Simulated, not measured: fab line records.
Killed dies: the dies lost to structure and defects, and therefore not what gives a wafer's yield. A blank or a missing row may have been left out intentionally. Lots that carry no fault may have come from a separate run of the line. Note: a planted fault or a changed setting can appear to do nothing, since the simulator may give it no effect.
What tool caused it?	flow nand harc	Sampling: 14 lots, 40 wafers, 6 of 1159 route steps

## WHAT THE GAUGES SHOWED, per wafer
NHARC_A_ONON_D1_THK_MEAS_02: measures by ellipsometry. Usual: 999 nm for thk nm, sd 11.
lot	measured	on	thk nm (nm)	flag
L892	day 7 06:04	film metro-01	1003 1003 1002	
L895	day 8 06:59	film metro-02	999 999 996	
L894	day 8 06:57	film metro-01	1000 1001 1002	
L896	day 8 06:57	film metro-02	1012 1013 1014	
L893	day 8 10:43	film metro-01	994 991 991	
L897	day 9 02:38	film metro-01	996 999 994	
L900	day 9 09:30	film metro-02	1013 1015	
L903	day 11 02:05	film metro-02	1012 1013	
L906	day 11 07:09	film metro-01	994 993 993	
L907	day 11 07:09	film metro-02	1018 1016 1016	
L909	day 11 14:26	film metro-02	980 979 980	
L910	day 12 00:13	film metro-02	997 996 995	
L913	day 12 17:31	film metro-01	994 993 993	
L915	day 13 21:11	film metro-02	1012 1012 1013	

NHARC_A_ONON_D1_THK_MEAS_21: measures by ellipsometry. Usual: 999 nm for thk nm, sd 9.3.
lot	measured	on	thk nm (nm)	flag
L892	day 7 19:43	film metro-02	987 987 989	
L895	day 8 20:52	film metro-01	1008 1007 1009	
L894	day 8 20:43	film metro-02	996 997 995	
L896	day 8 21:04	film metro-01	998 998 1000	
L893	day 8 20:44	film metro-02	1006 1005 1007	
L897	day 9 12:55	film metro-01	990 994 992	
L900	day 9 19:25	film metro-02	992 993	
L903	day 11 15:43	film metro-01	996 996	
L906	day 11 16:04	film metro-02	1009 1006 1007	
L907	day 11 15:55	film metro-02	991 989 992	
L909	day 12 00:26	film metro-01	991 990 988	
L910	day 12 11:13	film metro-02	1000 1000 1000	
L913	day 13 04:27	film metro-02	1006 1003 1006	
L915	day 14 07:07	film metro-01	1011 1009 1010	

NHARC_A_ONON_D1_THK_MEAS_24: measures by ellipsometry. Usual: 999 nm for thk nm, sd 11.
lot	measured	on	thk nm (nm)	flag
L892	day 7 20:17	film metro-02	988 989 987	
L895	day 8 21:26	film metro-02	1014 1013 1014	
L894	day 8 21:17	film metro-02	1005 1004 1003	
L896	day 8 21:38	film metro-01	1019 1018 1017	
L893	day 8 21:17	film metro-01	1005 1005 1005	
L897	day 9 13:29	film metro-01	1008 1011 1008	
L900	day 9 19:59	film metro-02	305 1002	OFF
L903	day 11 16:17	film metro-02	314 1014	OFF
L906	day 11 16:38	film metro-01	991 291 990	OFF
L907	day 11 16:29	film metro-01	989 989 990	
L909	day 12 01:00	film metro-02	992 994 994	
L910	day 12 11:47	film metro-01	1007 1006 1006	
L913	day 13 05:01	film metro-01	980 983 984	
L915	day 14 07:41	film metro-01	996 996 996	

NHARC_END_SORT_01. Usual: killed at array 29, standard deviation 9.4; killed at other 0.7, standard deviation 1.3; killed at periphery 2.9, standard deviation 2.1; killed dies 32, standard deviation 9; killed open 3.3, standard deviation 1.8; killed short 1.9, standard deviation 1.4.
lot	measured	on	killed at array	killed at other	killed at periphery	killed dies	killed open	killed short	flag
L900	day 21 15:29	prober-02	672 34	1 0	4 1	677 35	4 2	4 1	OFF
L903	day 22 15:31	prober-02	676 40	0 0	1 1	677 41	4 2	2 1	OFF
L906	day 24 05:20	prober-02	37 677 48	0 0 2	3 0 1	40 677 51	2 0 4	3 1 1	OFF
L907	day 23 09:14	prober-01	20 19 15	6 7 4	4 3 1	30 29 20	6 4 3	3 2 1	OFF
L909	day 23 21:34	prober-02	25 33 22	0 2 2	6 2 1	31 37 25	2 3 3	3 5 1	

## EACH LOT AND THE TOOL THAT RAN IT (in order: tool; ch and the chambers of the sampled wafers; start)
lot	NHARC_A_ZERO_WELL_DESCUM_12	NHARC_A_ONON_D1_DEP_22
L892	rie diel-05 ch 1,2, day 6 07:43	pecvd onon-02 ch 0, day 7 19:46
L895	rie diel-07 ch 0,3, day 7 08:35	pecvd onon-02 ch 0, day 8 21:05
L894	rie diel-07 ch 0,2, day 7 08:50	pecvd onon-01 ch 0, day 8 20:53
L896	rie diel-05 ch 0,1,2, day 7 11:38	pecvd onon-01 ch 0, day 8 21:08
L893	rie diel-01 ch 0,1, day 7 12:08	pecvd onon-04 ch 0, day 8 20:50
L897	rie diel-01 ch 0,2,3, day 8 03:34	pecvd onon-04 ch 0, day 9 13:02
L900	rie diel-07 ch 1,2, day 8 11:02	pecvd onon-04 ch 0, day 9 19:28
L903	rie diel-01 ch 0,2, day 10 02:58	pecvd onon-04 ch 0, day 11 15:46
L906	rie diel-01 ch 2,3, day 10 08:53	pecvd onon-04 ch 0, day 11 16:14
L907	rie diel-01 ch 0,1,2, day 10 09:31	pecvd onon-02 ch 0, day 11 15:59
L909	rie diel-01 ch 0,3, day 10 16:43	pecvd onon-02 ch 0, day 12 00:36
L910	rie diel-01 ch 0,1,2, day 11 02:25	pecvd onon-01 ch 0, day 12 11:17
L913	rie diel-05 ch 2,3, day 11 19:56	pecvd onon-01 ch 0, day 13 04:34
L915	rie diel-05 ch 0,1,3, day 12 21:49	pecvd onon-01 ch 0, day 14 07:10
- NHARC_A_ZERO_WELL_DESCUM_12: chemistry O2, time 3 s.
- NHARC_A_ONON_D1_DEP_22: target thk 1000 nm.

## WHAT THE TOOLS THEMSELVES READ (means of the sampled wafers that have a number; where no wafer has one, the mark that the record gives instead)
NHARC_A_ZERO_WELL_DESCUM_12. Usual: drypump motor current A 5.7 A, standard deviation 0.43; oes product au 0.996 a.u., standard deviation 0.011; rf vpp V 57.8 V, standard deviation 0.85; showerhead plenum p Torr 1.91 Torr, standard deviation 0.071; throttle valve pct 11.311 %, standard deviation 0.0093.
lot	tool	drypump motor current A (A)	oes product au (a.u.)	rf vpp V (V)	showerhead plenum p Torr (Torr)	throttle valve pct (%)	flag
L892	rie diel-05	5.6	0.999	57.9	1.93	11.317	
L895	rie diel-07	5.7	1.011	59.1	1.95	11.297	
L894	rie diel-07	6.0	1.007	57.2	1.97	11.315	
L896	rie diel-05	5.6	0.999	58.0	1.92	11.310	
L893	rie diel-01	5.4	0.992	57.3	1.84	11.313	
L897	rie diel-01	5.8	0.989	57.4	1.87	11.305	
L900	rie diel-07	5.6	0.994	57.7	2.00	11.314	
L903	rie diel-01	5.6	0.993	57.0	1.83	11.306	
L906	rie diel-01	6.1	0.987	58.1	1.90	11.316	
L907	rie diel-01	5.5	1.003	56.8	1.83	11.317	
L909	rie diel-01	6.0	0.986	57.7	1.92	11.305	
L910	rie diel-01	5.5	1.000	57.1	1.83	11.312	
L913	rie diel-05	6.1	1.004	57.9	1.95	11.312	
L915	rie diel-05	5.5	0.990	58.9	1.97	11.317	

## THE ANSWER, worked out from the rows above alone
Rule: lot off if the mean of its wafers having a number is beyond 3 standard deviations from the usual mean. A lot without any number at a reading at which 4 lots or more have one is off too. All remaining lots with rows at the step are treated as sound. The gauges are gone through in route order, then the tools' own readings, and for those a lot's mean is taken as printed above. The first step at which some lot is off is used, and at that step the reading that is off furthest; a lot without a number counts as furthest.
Off at NHARC_A_ONON_D1_THK_MEAS_24 (thk nm): L900, L903, L906.
A tool fits if, at a process step before that reading, it ran every lot that is off, and no sound lot after the first of them. Not tried: the gauges at NHARC_A_ONON_D1_THK_MEAS_24; whatever is off there is also off at NHARC_END_SORT_01, on other tools, and gauge error can't account for it. One fits: pecvd onon-04 at NHARC_A_ONON_D1_DEP_22. A fault onset in the window from L897 (day 9 13:02, its last sound lot) to L900 (day 9 19:28, its first lot off) fits.

## WHAT THE SIMULATOR HAD PUT IN
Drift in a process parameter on pecvd onon-04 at NHARC_A_ONON_D1_DEP_22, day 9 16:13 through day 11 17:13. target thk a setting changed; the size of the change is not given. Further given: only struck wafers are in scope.
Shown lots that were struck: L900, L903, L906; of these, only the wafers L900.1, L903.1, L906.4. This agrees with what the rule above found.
